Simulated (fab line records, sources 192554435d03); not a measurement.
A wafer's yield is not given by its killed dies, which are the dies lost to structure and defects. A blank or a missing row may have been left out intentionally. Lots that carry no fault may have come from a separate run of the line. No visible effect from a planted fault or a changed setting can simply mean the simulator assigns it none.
Chamber matching    flow n5Finfet    3 sister chambers for N5_BEOL_M3_CO_CAP_55 on cvdCo-02
The step material Co, precursor CCTBA/H2, target thk 2 nm, time 102.1 s. 3 wafers are shown with their chamber, then 9 later ones without.

WAFERS, EACH WITH ITS CHAMBER
wafer   chamber  heaterPowerW (W)
L162.3  0        253
L164.4  1        195
L164.5  2        231

WAFERS MISSING THEIR CHAMBER
wafer   heaterPowerW (W)
L165.2  250
L165.4  197
L165.6  251
L166.2  192
L166.3  233
L166.4  191
L168.1  250
L168.3  231
L168.4  194

WHICH CHAMBER EACH WENT THROUGH
wafer   from the rows above  in truth
L165.2  0                    0
L165.4  1                    1
L165.6  0                    0
L166.2  1                    1
L166.3  2                    2
L166.4  1                    1
L168.1  0                    0
L168.3  2                    2
L168.4  1                    1
Placed correctly: 9 of 9. Left unplaced by these rows: 0. Wrongly placed: 0.
How it was worked out, from the rows above alone: a wafer's distance from a chamber is the root of the sum, over the readings, of the square of ((its reading less the chamber's mean) divided by the reading's scatter). If the next closest chamber is less than 2 further off than the closest, the wafer can't be placed; otherwise it belongs to the closest. A chamber's mean is the mean of its shown wafers. The scatter: root of mean squared gap, hidden wafer to nearest shown wafer, with one shown wafer a chamber.
